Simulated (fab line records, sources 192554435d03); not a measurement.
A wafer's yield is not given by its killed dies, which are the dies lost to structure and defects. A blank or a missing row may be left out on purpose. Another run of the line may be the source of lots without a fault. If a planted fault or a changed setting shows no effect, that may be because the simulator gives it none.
What tool caused it? | flow n5 finfet | 12 lots with 36 wafers sampled at 5 steps, on a route of 1938 steps

== WHAT EACH GAUGE READ, for each wafer ==
N5_ILD0_THK_MEAS_13. Usual: thk nm 17.2 nm, standard deviation 1.1.
lot  | measured    | on            | thk nm (nm)    | flag
L889 | day 3 18:32 | film metro-01 | 18.2 17.4 17.0 |
L891 | day 4 07:14 | film metro-02 | 16.6 17.3 16.3 |
L893 | day 4 18:15 | film metro-01 | 17.2 17.4 17.2 |
L894 | day 5 00:49 | film metro-01 | 18.4 19.4 19.4 |
L897 | day 5 18:05 | film metro-01 | 17.4 18.0 16.3 |
L898 | day 6 01:36 | film metro-02 | 17.3 17.2 17.0 |
L903 | day 7 05:16 | film metro-02 | 17.1 17.9 17.8 |
L904 | day 7 11:59 | film metro-02 | 16.4 16.3 16.8 |
L905 | day 7 20:34 | film metro-02 | 15.2 16.2 17.3 |
L907 | day 8 05:13 | film metro-02 | 17.4 18.5 17.7 |
L909 | day 8 18:20 | film metro-02 | 14.8 14.3 16.7 |
L912 | day 9 13:54 | film metro-02 | 17.3 17.9 17.1 |

N5_SDB_CD_MEAS_11: target cd 50 nm. Usual: cd nm 50.1 nm, standard deviation 1.
lot  | measured    | on        | cd nm (nm)     | flag
L889 | day 3 19:03 | cd sem-02 | 52.8 51.0 51.7 |
L891 | day 4 07:46 | cd sem-03 | 50.6 49.5 50.7 |
L893 | day 4 18:46 | cd sem-02 | 50.1 51.2 49.5 |
L894 | day 5 01:20 | cd sem-01 | 50.1 49.3 48.8 |
L897 | day 5 18:35 | cd sem-03 | 49.4 50.1 49.1 |
L898 | day 6 02:07 | cd sem-02 | 50.1 50.2 50.2 |
L903 | day 7 05:39 | cd sem-02 | 50.5 50.5 49.8 |
L904 | day 7 12:22 | cd sem-03 | 48.8 49.2 50.2 |
L905 | day 7 21:04 | cd sem-01 | 49.8 49.6 50.4 |
L907 | day 8 05:44 | cd sem-01 | 50.8 50.1 48.7 |
L909 | day 8 18:51 | cd sem-02 | 50.9 50.7 50.1 |
L912 | day 9 14:25 | cd sem-02 | 50.7 51.7 51.4 |

N5_SDB_OVL_MEAS_12. Usual: SDB_OVL typically reads 0.7 nm, with standard deviation 0.78.
lot  | measured    | on         | SDB_OVL (nm)  | flag
L889 | day 3 19:05 | overlay-01 | 2.2 0.8 0.4   |
L891 | day 4 07:47 | overlay-01 | 0.2 1.1 -0.6  |
L893 | day 4 18:47 | overlay-01 | 0.1 0.2 0.5   |
L894 | day 5 01:22 | overlay-02 | 1.7 0.5 1.0   |
L897 | day 5 18:37 | overlay-02 | -0.1 -1.1 1.6 |
L898 | day 6 02:08 | overlay-01 | 1.2 1.8 0.7   |
L903 | day 7 05:41 | overlay-02 | 9.6 11.0 10.9 | OFF
L904 | day 7 12:23 | overlay-02 | 9.2 9.5 9.4   | OFF
L905 | day 7 21:06 | overlay-01 | 0.9 -0.1 0.5  |
L907 | day 8 05:46 | overlay-01 | 2.2 0.5 2.2   |
L909 | day 8 18:53 | overlay-02 | 0.7 1.5 1.7   |
L912 | day 9 14:27 | overlay-02 | 1.0 1.1 0.3   |

== WHAT TOOL EACH LOT RAN ON (gives the tool, then ch and the chambers of the sampled wafers, and finally the start) ==
lot  | N5_ILD0_ALD_15                   | N5_SDB_EXPOSE_08
L889 | ald sin-03 ch 1,3, day 3 16:02   | arfi scanner-01 ch 0, day 3 18:56
L891 | ald sin-04 ch 0,1,2, day 4 04:45 | arfi scanner-02 ch 0, day 4 07:38
L893 | ald sin-04 ch 0,2, day 4 15:46   | arfi scanner-03 ch 0, day 4 18:38
L894 | ald sin-01 ch 2,3, day 4 22:20   | arfi scanner-02 ch 0, day 5 01:13
L897 | ald sin-03 ch 0,2,3, day 5 15:35 | arfi scanner-01 ch 0, day 5 18:28
L898 | ald sin-01 ch 1,2, day 5 23:07   | arfi scanner-02 ch 0, day 6 01:59
L903 | ald sin-04 ch 0,1,2, day 7 02:46 | arfi scanner-01 ch 0, day 7 05:31
L904 | ald sin-04 ch 0,2, day 7 09:29   | arfi scanner-01 ch 0, day 7 12:14
L905 | ald sin-04 ch 1,2,3, day 7 18:04 | arfi scanner-03 ch 0, day 7 20:57
L907 | ald sin-03 ch 0,2, day 8 02:44   | arfi scanner-02 ch 0, day 8 05:37
L909 | ald sin-01 ch 0,2, day 8 15:50   | arfi scanner-02 ch 0, day 8 18:44
L912 | ald sin-03 ch 0,2, day 9 11:25   | arfi scanner-02 ch 0, day 9 14:17
- N5_ILD0_ALD_15: deposits SiNx, target thk 24 nm, pulse time 1 s, ald cycles 480.
- N5_SDB_EXPOSE_08: exposes mask SDB.

== AS READ BY THE TOOLS THEMSELVES (means over the sampled wafers that have a number; for cases with no such wafer, the mark the record gives instead) ==
N5_ILD0_ALD_15. Usual: heater power w 833 W, standard deviation 77; precursor pulse height rel 1.000, standard deviation 0.021.
lot  | tool       | heater power w (W) | precursor pulse height rel | flag
L889 | ald sin-03 | 879                | 0.994                      |
L891 | ald sin-04 | 784                | 0.998                      |
L893 | ald sin-04 | 797                | 1.020                      |
L894 | ald sin-01 | 812                | 1.021                      |
L897 | ald sin-03 | 885                | 0.991                      |
L898 | ald sin-01 | 763                | 0.994                      |
L903 | ald sin-04 | 781                | 0.998                      |
L904 | ald sin-04 | 849                | 0.996                      |
L905 | ald sin-04 | 735                | 1.009                      |
L907 | ald sin-03 | 898                | 1.000                      |
L909 | ald sin-01 | 793                | 0.979                      |
L912 | ald sin-03 | 909                | 0.995                      |

== THE ANSWER, worked out from the rows above alone ==
Rule: lot off if the mean of its wafers having a number is beyond 3 standard deviations from the usual mean. Also off: a lot with no number at a reading for which 4 or more lots have one. The other lots that the step has rows for count as sound. The gauges are gone through in route order, then the tools' own readings, and for those a lot's mean is taken as printed above. At the first step where some lot is off, the reading lying furthest off is the one used; lots without a number count as furthest.
Off: L903, L904, at N5_SDB_OVL_MEAS_12 (SDB_OVL).
A tool fits if, at a process step before that reading, it ran every lot that is off, and no sound lot after the first of them. Gauges at N5_SDB_OVL_MEAS_12: tried the same way as those tools. One fits: arfi scanner-01 at N5_SDB_EXPOSE_08. A fault onset in the window from L897 (day 5 18:28, its last sound lot) to L903 (day 7 05:31, its first lot off) fits.

== WHAT WAS PUT IN BY THE SIMULATOR ==
Scanner matching overlay: arfi scanner-01, from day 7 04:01 on, at N5_SDB_EXPOSE_08. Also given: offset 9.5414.
Lots struck among those shown: L903, L904. The rule given above showed the same thing.
